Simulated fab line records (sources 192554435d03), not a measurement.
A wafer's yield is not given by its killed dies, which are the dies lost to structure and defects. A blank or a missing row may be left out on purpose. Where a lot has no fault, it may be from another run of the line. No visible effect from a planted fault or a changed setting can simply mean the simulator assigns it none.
Split-lot trial ; flow n5Finfet ; 39 wafers read from 7 lots, route of 1938 steps

== ON THE SPLIT ==
At N5_GATE_CUT_EXPOSE_10 (exposes mask GATE CUT, target cd 20 nm), the setting doseMj was moved away from the recipe's 43.25 on 15 of the 39 wafers read, by -7.4% to +6.6%. This setting was run at the recipe's value on the other wafers.

== FROM THE SPLIT TO THE READING: what the file shows between them, 2 steps ==
- N5_GATE_CUT_PEB_11: peb time 60 s
- N5_GATE_CUT_DEVELOP_12: develop time 30 s

== THE READING ==
At N5_GATE_CUT_CD_MEAS_13: cdNm in nanometres, against a target cd of 20 nm. On this fab line, fault-free wafers typically give 19.98 nm with a standard deviation of 0.28 nm.

wafer;tool, chamber at the split;doseMj as run;against the recipe;cdNm, nm;against lot-mates on the recipe
L075.1;euvScanner-01, 0;43.25;recipe;19.70;-
L075.2;euvScanner-01, 0;43.25;recipe;20.04;-
L075.3;euvScanner-01, 0;43.25;recipe;19.65;-
L075.4;euvScanner-01, 0;40.07;-7.4%;18.12;-1.68
L075.5;euvScanner-01, 0;40.07;-7.4%;17.65;-2.15
L075.6;euvScanner-01, 0;40.07;-7.4%;18.04;-1.76
L082.1;euvScanner-02, 0;43.25;recipe;20.27;-
L082.2;euvScanner-02, 0;43.25;recipe;20.41;-
L082.3;euvScanner-02, 0;43.25;recipe;20.13;-
L082.4;euvScanner-02, 0;41.29;-4.5%;19.13;-1.14
L082.5;euvScanner-02, 0;41.29;-4.5%;19.27;-1.00
L082.6;euvScanner-02, 0;41.29;-4.5%;18.77;-1.50
L084.1;euvScanner-02, 0;40.94;-5.3%;18.53;-1.26
L084.2;euvScanner-02, 0;43.25;recipe;19.43;-
L084.3;euvScanner-02, 0;40.94;-5.3%;18.57;-1.22
L084.4;euvScanner-02, 0;40.94;-5.3%;18.78;-1.01
L084.5;euvScanner-02, 0;43.25;recipe;20.12;-
L084.6;euvScanner-02, 0;43.25;recipe;19.81;-
L085.1;euvScanner-01, 0;43.25;recipe;19.69;-
L085.3;euvScanner-01, 0;43.25;recipe;20.32;-
L085.6;euvScanner-01, 0;43.25;recipe;20.12;-
L087.1;euvScanner-02, 0;43.25;recipe;20.69;-
L087.2;euvScanner-02, 0;40.28;-6.9%;18.38;-2.16
L087.3;euvScanner-02, 0;43.25;recipe;20.55;-
L087.4;euvScanner-02, 0;40.28;-6.9%;18.74;-1.80
L087.5;euvScanner-02, 0;40.28;-6.9%;18.49;-2.05
L087.6;euvScanner-02, 0;43.25;recipe;20.37;-
L094.1;euvScanner-02, 0;46.11;+6.6%;21.31;+1.28
L094.2;euvScanner-02, 0;46.11;+6.6%;21.26;+1.23
L094.3;euvScanner-02, 0;43.25;recipe;20.09;-
L094.4;euvScanner-02, 0;43.25;recipe;20.26;-
L094.5;euvScanner-02, 0;46.11;+6.6%;21.53;+1.50
L094.6;euvScanner-02, 0;43.25;recipe;19.73;-
L097.1;euvScanner-02, 0;43.25;recipe;19.78;-
L097.2;euvScanner-02, 0;43.25;recipe;19.70;-
L097.3;euvScanner-02, 0;43.25;recipe;19.88;-
L097.4;euvScanner-02, 0;43.25;recipe;19.95;-
L097.5;euvScanner-02, 0;43.25;recipe;19.32;-
L097.6;euvScanner-02, 0;43.25;recipe;19.85;-

THE FIT
A straight line over all 39 wafers: cdNm changes by +0.233 nm for each +1% of doseMj; r = +0.94; the points scatter about the line by 0.32 nm.
The same after taking each lot's own level away (the mean of its wafers on the recipe; 39 wafers): +0.243 nm for each +1%; r = +0.97; scatter 0.23 nm.
The reading moves by 1.8 nm for the largest change in doseMj, on that fit.
The lots' own levels span 19.747 to 20.537 nm, that is 2.8 times the standard deviation above.
The two slopes are in agreement: the lot-to-lot level therefore moves the slope only a little.
Check: -1.85 nm against its lot-mates is what the line predicts for one of the wafers moved furthest among these (-7.4%) when that wafer is left out of the fit. Against them it came out at -1.68 nm.

== ADDITIONAL SPLITS CARRIED BY THESE WAFERS ==
These wafers also went through other splits before the reading. Each is held against what the fit with the lots' levels taken away leaves over:
other split on the same wafers;wafers away from the commonest value;r with cdNm (lot level and that fit taken away)
N5_FIN_SAQP_SPACER1_ALD_24 tempC;12;+0.21
N5_DUMMY_GATE_ETCH_32 timeS;15;+0.21

== THE WHOLE CHAIN: every reading that the file lists as answering this split, in the file's order ==
step;what it does;reading;change (the file's fit);r (the file's)
N5_GATE_CUT_CD_MEAS_13;target cd 20 nm;cdNm;+0.247 nm for each +1% of the setting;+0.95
N5_GATE_CUT_DESCUM_18;chemistry O2, time 7 s;GATE_CUT.cdNm (the simulator's own value, which no gauge read);+0.232 nm for each +1% of the setting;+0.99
N5_GATE_CUT_ETCH_28;etches underlayer in N2/H2, target depth 13 nm, time 10.4 s;GATE_CUT.cdNm (the simulator's own value, which no gauge read);+0.239 nm for each +1% of the setting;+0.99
N5_GATE_CUT_ETCH_47;etches SiO2 in Cl2/BCl3, target depth 10 nm;GATE_CUT.cdNm (the simulator's own value, which no gauge read);+0.219 nm for each +1% of the setting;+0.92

== FILE'S OWN FIT ==
cdNm changes by +0.247 nm for each +1% of doseMj, r = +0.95.
